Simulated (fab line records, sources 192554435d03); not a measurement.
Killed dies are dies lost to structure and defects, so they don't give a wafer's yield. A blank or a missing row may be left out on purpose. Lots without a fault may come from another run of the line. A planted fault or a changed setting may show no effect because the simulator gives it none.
Which tool did it? | flow n5_finfet | 12 lots, 36 wafers sampled, at 4 steps of a route of 1938

WHAT THE GAUGES READ, wafer by wafer
N5_WELL_APT_OVL_MEAS_09.
lot  | measured    | on         | NWELL_OVL (nm)
L109 | day 1 13:50 | overlay-02 | -4 2 -4
L111 | day 2 01:50 | overlay-02 | -8 -3 -9
L112 | day 2 07:43 | overlay-01 | -7 -1 -4
L114 | day 2 19:53 | overlay-01 | 2 9 0
L117 | day 3 15:02 | overlay-01 | -5 2 -2
L118 | day 3 20:04 | overlay-01 | 5 0 3
L119 | day 4 01:35 | overlay-02 | 1 -3 -2
L120 | day 4 08:20 | overlay-01 | -3 -4 -5
L124 | day 5 07:52 | overlay-01 | 2 -4 -2
L126 | day 5 19:43 | overlay-01 | 3 4 -2
L127 | day 6 01:36 | overlay-01 | 0 -6 5
L132 | day 7 07:43 | overlay-02 | -9 -15 -4

N5_WELL_APT_OVL_MEAS_26.
lot  | measured    | on         | PWELL_OVL (nm)
L109 | day 1 15:34 | overlay-01 | 4 -6 2
L111 | day 2 03:05 | overlay-01 | 3 -6 -6
L112 | day 2 08:58 | overlay-02 | -6 -5 -5
L114 | day 2 21:07 | overlay-01 | 7 3 7
L117 | day 3 16:19 | overlay-01 | 7 -3 -2
L118 | day 3 21:23 | overlay-01 | 1 1 -1
L119 | day 4 02:43 | overlay-02 | -3 -5 -1
L120 | day 4 09:37 | overlay-02 | -1 4 11
L124 | day 5 09:35 | overlay-02 | -4 -2 -14
L126 | day 5 20:51 | overlay-02 | -2 -2 1
L127 | day 6 03:00 | overlay-02 | -1 -2 -7
L132 | day 7 09:05 | overlay-01 | 3 0 -4

N5_PMOS_HMC_CHANNEL_EPI_THK_MEAS_22.
lot  | measured    | on            | HMC_CMP_THK (nm)
L109 | day 1 20:26 | film_metro-02 | 53.0 52.3 53.3
L111 | day 2 07:50 | film_metro-01 | 52.4 53.3 54.5
L112 | day 2 13:41 | film_metro-02 | 52.3 53.2 54.3
L114 | day 3 02:01 | film_metro-01 | 54.2 55.0 54.8
L117 | day 3 22:02 | film_metro-01 | 53.3 52.2 53.5
L118 | day 4 02:56 | film_metro-02 | 53.3 53.3 53.1
L119 | day 4 08:01 | film_metro-02 | 52.9 54.1 52.9
L120 | day 4 16:32 | film_metro-01 | 54.0 54.1 54.1
L124 | day 5 14:41 | film_metro-01 | 53.5 53.5 55.3
L126 | day 6 01:34 | film_metro-02 | 42.8 42.5 43.0
L127 | day 6 07:41 | film_metro-02 | 44.6 42.8 43.0
L132 | day 7 16:23 | film_metro-01 | 53.3 54.1 53.4

WHICH TOOL RAN EACH LOT (tool, then ch and the chambers of the sampled wafers, then the start)
lot  | N5_PMOS_HMC_CHANNEL_EPI_EPI_20
L109 | epi_rpcvd-01 ch 0, day 1 18:47
L111 | epi_rpcvd-04 ch 0, day 2 05:48
L112 | epi_rpcvd-01 ch 0, day 2 12:15
L114 | epi_rpcvd-01 ch 0, day 3 00:23
L117 | epi_rpcvd-04 ch 0, day 3 19:59
L118 | epi_rpcvd-01 ch 0, day 4 01:11
L119 | epi_rpcvd-04 ch 0, day 4 05:59
L120 | epi_rpcvd-03 ch 0, day 4 13:16
L124 | epi_rpcvd-04 ch 0, day 5 13:04
L126 | epi_rpcvd-04 ch 0, day 5 23:56
L127 | epi_rpcvd-04 ch 0, day 6 06:16
L132 | epi_rpcvd-03 ch 0, day 7 12:09
- N5_PMOS_HMC_CHANNEL_EPI_EPI_20: deposits SiGe30, target thk 59 nm.

WHAT THE TOOLS THEMSELVES READ (means of the sampled wafers that have a number; where no wafer has one, the mark that the record gives instead)
N5_PMOS_HMC_CHANNEL_EPI_EPI_20.
lot  | tool         | lamp_inner_pct (%) | susceptor_temp_C (C)
L109 | epi_rpcvd-01 | 11.3               | 599.93
L111 | epi_rpcvd-04 | 12.8               | 600.09
L112 | epi_rpcvd-01 | 11.3               | 599.90
L114 | epi_rpcvd-01 | 11.3               | 600.39
L117 | epi_rpcvd-04 | 12.7               | 599.98
L118 | epi_rpcvd-01 | 11.2               | 599.86
L119 | epi_rpcvd-04 | 12.8               | 600.05
L120 | epi_rpcvd-03 | 9.8                | 599.77
L124 | epi_rpcvd-04 | 12.8               | 599.91
L126 | epi_rpcvd-04 | 12.6               | 599.98
L127 | epi_rpcvd-04 | 12.7               | 600.13
L132 | epi_rpcvd-03 | 9.8                | 599.76

THE ANSWER, worked out from the rows above alone
Rule: what is usual is taken from the lots themselves. Put in order of their means at a reading, lots are off if they are a third of the lots or fewer, leave a main group of 4 or more, and stand apart from it by a gap of 3 or more times the standard deviation of the main group's means; of several such gaps the widest counts. A main group whose means are all the same, to the digits that the tables above print for the reading, isn't used. A lot without any number at a reading at which 4 lots or more have one is off too. The other lots that the step has rows for count as sound. The gauges are gone through in route order, then the tools' own readings, and for those a lot's mean is taken as printed above. The first step at which some lot is off is used, and at that step the reading that is off furthest; a lot without a number counts as furthest.
Off: L126, L127, at N5_PMOS_HMC_CHANNEL_EPI_THK_MEAS_22 (HMC_CMP_THK). The main group: mean 53.5 nm, standard deviation 0.53.
A tool fits if, at a process step before that reading, it ran every lot that is off, and no sound lot after the first of them. The gauges at N5_PMOS_HMC_CHANNEL_EPI_THK_MEAS_22 are tried like those tools. Can't be told from this: 2 tools fit, epi_rpcvd-04 at N5_PMOS_HMC_CHANNEL_EPI_EPI_20, film_metro-02 at N5_PMOS_HMC_CHANNEL_EPI_THK_MEAS_22.

WHAT THE SIMULATOR HAD PUT IN
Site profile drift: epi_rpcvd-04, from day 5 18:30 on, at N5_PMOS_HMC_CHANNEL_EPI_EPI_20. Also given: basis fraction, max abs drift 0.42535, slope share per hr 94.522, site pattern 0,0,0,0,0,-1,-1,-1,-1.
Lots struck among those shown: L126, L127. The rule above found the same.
